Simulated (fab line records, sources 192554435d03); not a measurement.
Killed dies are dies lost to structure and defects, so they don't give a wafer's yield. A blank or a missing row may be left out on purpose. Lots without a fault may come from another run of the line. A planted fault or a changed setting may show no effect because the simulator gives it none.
Chamber matching | flow n5_finfet | N5_BEOL_M3_ALD_98 on ald_sin-04: 3 sister chambers
The step deposits SiO2, target thk 2.5 nm, pulse time 1 s, co reactant pulse time 1 s. 6 wafers are shown with their chamber, then 7 later ones without.

WAFERS WITH THEIR CHAMBER
wafer  | chamber | heater_power_w (W) | precursor_pulse_height_rel
L297.1 | 0       | 66                 | 0.979
L299.1 | 2       | 61                 | 0.984
L299.2 | 1       | 75                 | 0.991
L299.5 | 2       | 61                 | 0.964
L302.3 | 0       | 68                 | 0.990
L302.5 | 1       | 77                 | 1.003

WAFERS WITHOUT THEIR CHAMBER
wafer  | heater_power_w (W) | precursor_pulse_height_rel
L302.6 | 67                 | 1.021
L314.2 | 76                 | 1.007
L314.5 | 76                 | 1.033
L314.6 | 61                 | 0.982
L318.1 | 61                 | 1.043
L318.2 | 71                 | 1.028
L318.5 | 64                 | 0.989

WHICH CHAMBER EACH WENT THROUGH
wafer  | from the rows above     | in truth
L302.6 | 0                       | 0
L314.2 | 1                       | 1
L314.5 | 1                       | 1
L314.6 | 2                       | 2
L318.1 | can't be placed: 2 or 0 | 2
L318.2 | can't be placed: 1 or 0 | 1
L318.5 | can't be placed: 0 or 2 | 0
Placed correctly: 4 of 7. Can't be placed from these rows: 3 (the true chamber is among the candidates in 3). Placed wrongly: 0.
How it was worked out, from the rows above alone: a wafer's distance from a chamber is the root of the sum, over the readings, of the square of ((its reading less the chamber's mean) divided by the reading's scatter). The wafer belongs to the nearest chamber; if the next one is less than 2 further off, it can't be placed. A chamber's mean is the mean of its shown wafers. The scatter: the root of (the sum of the squares of (reading less its chamber's mean) over the shown wafers, divided by (wafers less chambers)).
